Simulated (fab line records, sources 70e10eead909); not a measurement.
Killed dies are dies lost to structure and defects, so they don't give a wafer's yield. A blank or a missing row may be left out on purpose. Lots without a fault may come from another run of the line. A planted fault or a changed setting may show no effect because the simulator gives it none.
Which tool did it? | flow nand_harc | 13 lots, 39 wafers sampled, at 2 steps of a route of 1302

WHAT THE GAUGES READ, wafer by wafer
NHARC_A_SGD_CUT_OVL_MEAS_10. Usual: overlay_x_nm -0.1 nm, standard deviation 0.87; overlay_y_nm 0.0 nm, standard deviation 1.1.
lot  | measured     | on         | overlay_x_nm (nm) | overlay_y_nm (nm) | flag
L539 | day 19 01:46 | overlay-01 | -1.4 -1.1 -1.6    | -1.2 -0.7 -1.0    |
L540 | day 19 21:02 | overlay-01 | 0.0 -0.3 0.0      | 2.0 1.7 1.4       |
L541 | day 19 21:24 | overlay-02 | 0.0 -0.4 -0.3     | -1.1 -1.2 -0.8    |
L543 | day 21 01:26 | overlay-02 | 0.5 1.3 0.4       | 0.5 0.5 0.9       |
L544 | day 21 04:16 | overlay-02 | -0.2 -0.7 -0.4    | -1.0 -1.5 -1.2    |
L545 | day 21 01:09 | overlay-02 | 0.1 -0.1 0.1      | 0.8 0.7 0.6       |
L550 | day 24 01:35 | overlay-02 | -0.3 -0.6 -0.3    | 0.2 -0.1 0.4      |
L553 | day 24 22:58 | overlay-02 | 2.0 2.2 1.9       | -1.0 -0.8 -1.3    |
L555 | day 26 00:02 | overlay-01 | -0.3 0.1 0.6      | 0.1 0.1 0.1       |
L556 | day 26 10:52 | overlay-02 | -0.7 -0.3 0.2     | 0.6 1.7 1.1       |
L558 | day 27 03:30 | overlay-02 | -1.1 -1.5 -1.6    | -1.2 -1.0 -1.1    |
L560 | day 28 00:05 | overlay-01 | -0.1 0.3 -0.3     | 0.2 -0.2 -0.4     |
L562 | day 29 16:39 | overlay-01 | -0.7 -1.3 -1.1    | -0.8 -0.5 -0.5    |

WHICH TOOL RAN EACH LOT (tool, then ch and the chambers of the sampled wafers, then the start)
lot  | NHARC_A_STAIRCASE_DEP_417
L539 | pecvd-01 ch 0,1,2, day 17 00:04
L540 | pecvd-04 ch 0,2, day 18 01:48
L541 | pecvd-01 ch 1,2, day 18 03:09
L543 | pecvd-04 ch 0,1,2, day 19 04:32
L544 | pecvd-01 ch 0,1,2, day 19 07:47
L545 | pecvd-02 ch 0,1, day 19 08:11
L550 | pecvd-04 ch 0,1,2, day 22 00:52
L553 | pecvd-02 ch 0,1,2, day 23 01:38
L555 | pecvd-04 ch 0,2, day 24 02:07
L556 | pecvd-04 ch 0,1,2, day 24 13:16
L558 | pecvd-01 ch 0,2, day 25 06:25
L560 | pecvd-01 ch 0,1, day 26 04:34
L562 | pecvd-02 ch 0,1, day 27 18:32
- NHARC_A_STAIRCASE_DEP_417: deposits Si3N4, target thk 60 nm.

WHAT THE TOOLS THEMSELVES READ (means of the sampled wafers that have a number; where no wafer has one, the mark that the record gives instead)
NHARC_A_STAIRCASE_DEP_417. Usual: heater_power_w 763 W, standard deviation 100.
lot  | tool     | heater_power_w (W) | flag
L539 | pecvd-01 | 762                |
L540 | pecvd-04 | 800                |
L541 | pecvd-01 | 596                |
L543 | pecvd-04 | 780                |
L544 | pecvd-01 | 705                |
L545 | pecvd-02 | 859                |
L550 | pecvd-04 | 781                |
L553 | pecvd-02 | 739                |
L555 | pecvd-04 | 848                |
L556 | pecvd-04 | 808                |
L558 | pecvd-01 | 787                |
L560 | pecvd-01 | 803                |
L562 | pecvd-02 | 862                |

THE ANSWER, worked out from the rows above alone
Rule: a lot is off if the mean of its wafers that have a number lies more than 3 standard deviations from the usual mean. A lot without any number at a reading at which 4 lots or more have one is off too. The other lots that the step has rows for count as sound. The gauges are gone through in route order, then the tools' own readings, and for those a lot's mean is taken as printed above. The first step at which some lot is off is used, and at that step the reading that is off furthest; a lot without a number counts as furthest.
No lot is off at any reading shown: from this, nothing can be told.

WHAT THE SIMULATOR HAD PUT IN
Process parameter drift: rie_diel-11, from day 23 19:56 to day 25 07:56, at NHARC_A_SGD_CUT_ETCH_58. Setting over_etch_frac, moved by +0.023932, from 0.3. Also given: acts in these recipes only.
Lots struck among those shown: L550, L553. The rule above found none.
